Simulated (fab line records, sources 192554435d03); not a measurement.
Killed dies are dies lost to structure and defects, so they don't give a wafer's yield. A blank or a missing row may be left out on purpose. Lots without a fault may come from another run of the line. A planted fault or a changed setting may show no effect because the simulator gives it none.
Split-lot experiment | flow n5_finfet | 7 lots, 39 wafers read, on a route of 1938 steps

THE SPLIT
At N5_FIN_SAQP_HM_DEP_72 (deposits SiO2 from SiH4/N2O, target thk 12 nm, time 7.2 s), the setting target_thk_a was moved away from the recipe's 120 angstrom on 12 of the 39 wafers read, by -43.5% to +47.3%. The other wafers ran this setting at the recipe's value.

FROM THE SPLIT TO THE READING: what the file shows between them, 4 steps
- N5_FIN_SAQP_COAT_49: time 60 s, resist thk 100 nm
- N5_FIN_SAQP_COAT_50: time 60 s, resist thk 35 nm
- N5_FIN_SAQP_ETCH_52: etches SOC in N2/H2, target depth 100 nm, overetch 20 nm, time 150 s
- N5_FIN_SAQP_STRIP_53: strips in N2/H2

THE READING
etch.depth_nm (the simulator's own value, which no gauge read), in nm, at N5_FIN_SAQP_HM_OPEN_73 (chemistry CHF3/O2, target SiO2, stops on a-Si, target depth 12 nm, time 16.8 s). The file gives no usual value for it. The 27 wafers here that ran the recipe average 12.056 nm, standard deviation 0.2 nm.

wafer  | tool, chamber at the split | target_thk_a as run, angstrom | against the recipe | etch.depth_nm, nm | against lot-mates on the recipe
L074.1 | pecvd-04, 1                | 120                           | recipe             | 11.84             | -
L074.2 | pecvd-04, 2                | 120                           | recipe             | 11.89             | -
L074.3 | pecvd-04, 0                | 120                           | recipe             | 11.95             | -
L074.4 | pecvd-04, 2                | 120                           | recipe             | 12.41             | -
L074.5 | pecvd-04, 1                | 120                           | recipe             | 12.12             | -
L074.6 | pecvd-04, 0                | 120                           | recipe             | 12.2              | -
L075.1 | pecvd-02, 0                | 120                           | recipe             | 11.68             | -
L075.2 | pecvd-02, 1                | 171.9                         | +43.3%             | 17.03             | +5.203
L075.3 | pecvd-02, 0                | 120                           | recipe             | 11.81             | -
L075.4 | pecvd-02, 1                | 171.9                         | +43.3%             | 17.43             | +5.603
L075.5 | pecvd-02, 0                | 171.9                         | +43.3%             | 16.97             | +5.143
L075.6 | pecvd-02, 1                | 120                           | recipe             | 11.99             | -
L078.1 | pecvd-02, 1                | 120                           | recipe             | 11.86             | -
L078.2 | pecvd-02, 0                | 120                           | recipe             | 11.72             | -
L078.6 | pecvd-02, 1                | 120                           | recipe             | 12.34             | -
L079.1 | pecvd-03, 2                | 176.8                         | +47.3%             | 17.56             | +5.437
L079.2 | pecvd-03, 0                | 120                           | recipe             | 11.97             | -
L079.3 | pecvd-03, 1                | 176.8                         | +47.3%             | 17.76             | +5.637
L079.4 | pecvd-03, 2                | 176.8                         | +47.3%             | 17.74             | +5.617
L079.5 | pecvd-03, 1                | 120                           | recipe             | 12.28             | -
L079.6 | pecvd-03, 0                | 120                           | recipe             | 12.12             | -
L081.1 | pecvd-03, 1                | 120                           | recipe             | 12.28             | -
L081.2 | pecvd-03, 0                | 120                           | recipe             | 11.99             | -
L081.3 | pecvd-03, 2                | 120                           | recipe             | 12.04             | -
L081.4 | pecvd-03, 2                | 120                           | recipe             | 12.24             | -
L081.5 | pecvd-03, 0                | 120                           | recipe             | 12.22             | -
L081.6 | pecvd-03, 1                | 120                           | recipe             | 12.33             | -
L085.1 | pecvd-03, 1                | 120                           | recipe             | 12.32             | -
L085.2 | pecvd-03, 0                | 148.5                         | +23.8%             | 14.8              | +2.640
L085.3 | pecvd-03, 2                | 120                           | recipe             | 12.03             | -
L085.4 | pecvd-03, 1                | 148.5                         | +23.8%             | 15.26             | +3.100
L085.5 | pecvd-03, 2                | 120                           | recipe             | 12.13             | -
L085.6 | pecvd-03, 0                | 148.5                         | +23.8%             | 15.15             | +2.990
L097.1 | pecvd-02, 2                | 120                           | recipe             | 11.9              | -
L097.2 | pecvd-02, 1                | 120                           | recipe             | 11.88             | -
L097.3 | pecvd-02, 0                | 67.75                         | -43.5%             | 6.655             | -5.258
L097.4 | pecvd-02, 0                | 120                           | recipe             | 11.96             | -
L097.5 | pecvd-02, 2,1              | 67.75                         | -43.5%             | 6.81              | -5.103
L097.6 | pecvd-02, 2,1              | 67.75                         | -43.5%             | 6.81              | -5.103
Where a row lists several chambers, the file gives one row for several wafers and doesn't say which wafer went through which chamber.

THE FIT
A straight line over all 39 wafers: etch.depth_nm changes by +0.12 nm for each +1% of target_thk_a; r = +1.00; the points scatter about the line by 0.2 nm.
The same after taking each lot's own level away (the mean of its wafers on the recipe; 39 wafers): +0.12 nm for each +1%; r = +1.00; scatter 0.17 nm.
On that fit, the largest move of target_thk_a shifts the reading by 5.7 nm.
The lots' own levels span 11.8267 to 12.1833 nm, that is 1.8 times the standard deviation above.
So the lot-to-lot level changes the slope little: the two slopes agree.
Check: with one of the wafers moved furthest among these (+47.3%) left out of the fit, the line predicts +5.71 nm for it against its lot-mates. It came out at +5.44 nm against them.

THE WHOLE CHAIN: every reading that the file lists as answering this split, in the file's order
step                   | what it does                                                                   | reading                                                                            | change (the file's fit)              | r (the file's)
N5_FIN_SAQP_HM_DEP_72  | deposits SiO2 from SiH4/N2O, target thk 12 nm, time 7.2 s                      | SiO2_of_FIN_SAQP_HM_DEP_72.thk_nm (the simulator's own value, which no gauge read) | +0.12 nm for each +1% of the setting | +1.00
N5_FIN_SAQP_HM_OPEN_73 | chemistry CHF3/O2, target SiO2, stops on a-Si, target depth 12 nm, time 16.8 s | etch.depth_nm (the simulator's own value, which no gauge read)                     | +0.12 nm for each +1% of the setting | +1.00

THE FILE'S OWN FIT
etch.depth_nm changes by +0.12 nm for each +1% of target_thk_a, r = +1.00.
